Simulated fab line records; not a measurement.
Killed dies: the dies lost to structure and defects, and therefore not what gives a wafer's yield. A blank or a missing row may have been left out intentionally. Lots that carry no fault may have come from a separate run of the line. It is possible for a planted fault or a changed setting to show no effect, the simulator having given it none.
Which tool did it? / flow nand harc / 33 wafers from 11 lots sampled at 5 of the route's 1302 steps

== WHAT THE GAUGES READ, wafer by wafer ==
NHARC_END_SORT_01.
lot=L977; measured=day 29 22:10; on=prober-02; killed at array=671 673 669
lot=L978; measured=day 31 03:28; on=prober-01; killed at array=675 672 673
lot=L987; measured=day 33 12:38; on=prober-01; killed at array=28 43 40

== WHICH TOOL RAN EACH LOT (tool, then ch and the chambers of the sampled wafers, then the start) ==
lot=L964; NHARC_A_CONTACT_DEP_24=pecvd-03 ch 0,1,2, day 21 12:47; NHARC_A_CONTACT_DEP_29=pecvd-04 ch 0,1,2, day 21 20:05; NHARC_A_CONTACT_ETCH_50=rie diel-11 ch 0,1,3, day 21 21:31; NHARC_A_CONTACT_ETCH_114=har cap etch-03 ch 0,1, day 21 23:22
lot=L966; NHARC_A_CONTACT_DEP_24=pecvd-03 ch 0,2, day 21 22:17; NHARC_A_CONTACT_DEP_29=pecvd-04 ch 1,2, day 22 05:37; NHARC_A_CONTACT_ETCH_50=rie diel-11 ch 0,2,3, day 22 07:01; NHARC_A_CONTACT_ETCH_114=har cap etch-02 ch 0,1, day 22 08:53
lot=L968; NHARC_A_CONTACT_DEP_24=pecvd-02 ch 0,1,2, day 22 18:48; NHARC_A_CONTACT_DEP_29=pecvd-03 ch 0,1,2, day 22 23:41; NHARC_A_CONTACT_ETCH_50=rie diel-11 ch 0,2,3, day 23 01:07; NHARC_A_CONTACT_ETCH_114=har cap etch-02 ch 0,1, day 23 02:58
lot=L967; NHARC_A_CONTACT_DEP_24=pecvd-04 ch 1,2, day 22 18:52; NHARC_A_CONTACT_DEP_29=pecvd-02 ch 0,1,2, day 22 23:46; NHARC_A_CONTACT_ETCH_50=rie diel-01 ch 0,1,3, day 23 01:16; NHARC_A_CONTACT_ETCH_114=har cap etch-03 ch 0,1, day 23 03:07
lot=L969; NHARC_A_CONTACT_DEP_24=pecvd-02 ch 0,1,2, day 23 12:00; NHARC_A_CONTACT_DEP_29=pecvd-04 ch 0,1,2, day 23 16:53; NHARC_A_CONTACT_ETCH_50=rie diel-11 ch 0,1,3, day 23 18:20; NHARC_A_CONTACT_ETCH_114=har cap etch-03 ch 0,1, day 23 20:10
lot=L971; NHARC_A_CONTACT_DEP_24=pecvd-04 ch 0,2, day 23 20:11; NHARC_A_CONTACT_DEP_29=pecvd-04 ch 0,1, day 24 01:06; NHARC_A_CONTACT_ETCH_50=rie diel-04 ch 1,2, day 24 02:30; NHARC_A_CONTACT_ETCH_114=har cap etch-03 ch 0,1, day 24 04:23
lot=L975; NHARC_A_CONTACT_DEP_24=pecvd-03 ch 0,1, day 25 10:36; NHARC_A_CONTACT_DEP_29=pecvd-04 ch 1,2, day 25 16:04; NHARC_A_CONTACT_ETCH_50=rie diel-01 ch 0,1, day 25 17:19; NHARC_A_CONTACT_ETCH_114=har cap etch-02 ch 0,1, day 25 19:21
lot=L976; NHARC_A_CONTACT_DEP_24=pecvd-03 ch 0,1,2, day 26 04:32; NHARC_A_CONTACT_DEP_29=pecvd-02 ch 0,1, day 26 09:22; NHARC_A_CONTACT_ETCH_50=rie diel-01 ch 1,2, day 26 10:46; NHARC_A_CONTACT_ETCH_114=har cap etch-01 ch 0,1, day 26 12:38
lot=L977; NHARC_A_CONTACT_DEP_24=pecvd-03 ch 0,1,2, day 26 16:14; NHARC_A_CONTACT_DEP_29=pecvd-04 ch 1,2, day 27 00:19; NHARC_A_CONTACT_ETCH_50=rie diel-11 ch 0,1,3, day 27 01:36; NHARC_A_CONTACT_ETCH_114=har cap etch-03 ch 0,1, day 27 03:26
lot=L978; NHARC_A_CONTACT_DEP_24=pecvd-03 ch 0,1,2, day 27 12:43; NHARC_A_CONTACT_DEP_29=pecvd-02 ch 0,1,2, day 27 17:34; NHARC_A_CONTACT_ETCH_50=rie diel-11 ch 1,3, day 27 19:11; NHARC_A_CONTACT_ETCH_114=har cap etch-03 ch 0, day 27 21:13
lot=L987; NHARC_A_CONTACT_DEP_24=pecvd-02 ch 0,2, day 30 10:41; NHARC_A_CONTACT_DEP_29=pecvd-03 ch 0,2, day 30 17:53; NHARC_A_CONTACT_ETCH_50=rie diel-11 ch 0,1, day 30 19:37; NHARC_A_CONTACT_ETCH_114=har cap etch-02 ch 0,1, day 30 21:46
- NHARC_A_CONTACT_DEP_24: deposits SiO2, target thk 500 nm.
- NHARC_A_CONTACT_DEP_29: deposits SiON, target thk 100 nm.
- NHARC_A_CONTACT_ETCH_50: etches the open film in CF4/CHF3, target depth 121 nm, time 60.5 s.
- NHARC_A_CONTACT_ETCH_114: etches the open film in C4F8/O2/Ar, time 190 s, target depth 1850 nm.

== THE ANSWER, worked out from the rows above alone ==
Rule: what is usual is taken from the lots themselves. The widest of any qualifying gaps counts: lots, ordered by their means at a reading, are off when they make up no more than a third of the lots, leave a main group of 4 or more, and stand apart from it by 3 or more times the standard deviation of that group's means. A main group whose means are all the same, to the digits that the tables above print for the reading, isn't used. A lot without any number at a reading at which 4 lots or more have one is off too. Any other lot the step has rows for is counted as sound.
None of the lots is off at any reading shown; this tells nothing.

== WHAT THE SIMULATOR HAD PUT IN ==
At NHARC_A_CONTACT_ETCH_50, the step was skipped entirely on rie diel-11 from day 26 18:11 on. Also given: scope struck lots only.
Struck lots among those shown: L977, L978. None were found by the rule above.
